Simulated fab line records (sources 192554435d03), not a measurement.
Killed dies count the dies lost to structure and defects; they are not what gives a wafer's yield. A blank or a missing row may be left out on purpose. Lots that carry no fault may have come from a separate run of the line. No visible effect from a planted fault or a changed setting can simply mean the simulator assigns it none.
Split-lot study | flow n5Finfet | 21 wafers read across 7 lots, on a route 1938 steps long

== ON THE SPLIT ==
At N5_MOL_CONTACT_COAG_ETCH_105 (etches SiARC in CF4, target depth 15.6 nm, time 26 s), the setting biasW was moved away from the recipe's 36 W on 9 of the 21 wafers read, by -17.8% to -6.0%. All remaining wafers had this setting at the recipe value.

Reading taken at the split's own step.

== THE READING ==
rfVppV, in V, at N5_MOL_CONTACT_COAG_ETCH_105 (etches SiARC in CF4, target depth 15.6 nm, time 26 s). A value of 183.8 V with a standard deviation of 1.1 V is what fault-free wafers of this fab line usually give.

wafer  | tool, chamber at the split | biasW as run, W | against the recipe | rfVppV, V | against lot-mates on the recipe
L074.3 | rieDiel-01, 3              | 36              | recipe             | 183.6     | -
L074.5 | rieDiel-01, 1              | 36              | recipe             | 183.7     | -
L074.6 | rieDiel-01, 2              | 36              | recipe             | 184.4     | -
L076.1 | rieDiel-01, 1              | 29.58           | -17.8%             | 162.4     | -22.2
L076.3 | rieDiel-01, 2              | 29.58           | -17.8%             | 162.6     | -22.0
L076.5 | rieDiel-01, 2              | 36              | recipe             | 184.6     | -
L080.1 | rieDiel-06, 3              | 36              | recipe             | 182.5     | -
L080.3 | rieDiel-06, 0              | 32.56           | -9.6%              | 171.9     | -10.6
L080.4 | rieDiel-06, 2              | 32.56           | -9.6%              | 171.4     | -11.1
L083.1 | rieDiel-05, 1              | 32.52           | -9.7%              | 172.4     | no lot-mate on the recipe
L083.4 | rieDiel-05, 0              | 32.52           | -9.7%              | 172.2     | no lot-mate on the recipe
L083.5 | rieDiel-05, 2              | 32.52           | -9.7%              | 172.6     | no lot-mate on the recipe
L087.1 | rieDiel-01, 2              | 33.22           | -7.7%              | 173.9     | -9.7
L087.5 | rieDiel-01, 1              | 36              | recipe             | 183.7     | -
L087.6 | rieDiel-01, 0              | 36              | recipe             | 183.4     | -
L090.1 | rieDiel-05, 0              | 36              | recipe             | 184.0     | -
L090.5 | rieDiel-05, 0              | 36              | recipe             | 183.6     | -
L090.6 | rieDiel-05, 1              | 33.84           | -6.0%              | 176.6     | -7.2
L093.2 | rieDiel-06, 3              | 36              | recipe             | 183.3     | -
L093.4 | rieDiel-06, 1              | 36              | recipe             | 181.2     | -
L093.6 | rieDiel-06, 2              | 36              | recipe             | 185.6     | -

FIT RESULTS
A straight line over all 21 wafers: rfVppV changes by +1.19 V for each +1% of biasW; r = +0.99; the points scatter about the line by 0.87 V.
The same after taking each lot's own level away (the mean of its wafers on the recipe; 18 wafers): +1.22 V for each +1%; r = +0.99; scatter 0.86 V.
That fit puts the effect of the largest move of biasW on the reading at 22 V.
From 182.50 to 184.60 V: that is the span of the lots' own levels, equal to 1.9 times the standard deviation above.
The two slopes agree, so the slope changes little with the lot-to-lot level.
Check: -21.5 V against its lot-mates is what the line predicts for one of the wafers moved furthest among these (-17.8%) when that wafer is left out of the fit. It came out at -22.2 V against them.
Tool readings at the split's step, against how far the setting was moved: rfVppV r = +0.99.

== OTHER SPLITS APPLIED TO THESE WAFERS ==
Note: prior to the reading, these wafers also went through further splits. Each is held against what the fit with the lots' levels taken away leaves over:
other split on the same wafers      | wafers away from the commonest value | r with rfVppV (lot level and that fit taken away)
N5_GATE_CUT_ETCH_58 biasW           | 4                                    | +0.66
N5_MOL_CONTACT_COAG_COAT_58 spinRpm | 8                                    | +0.26

== THE FILE'S OWN FIT ==
rfVppV changes by +1.22 V for each +1% of biasW, r = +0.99.
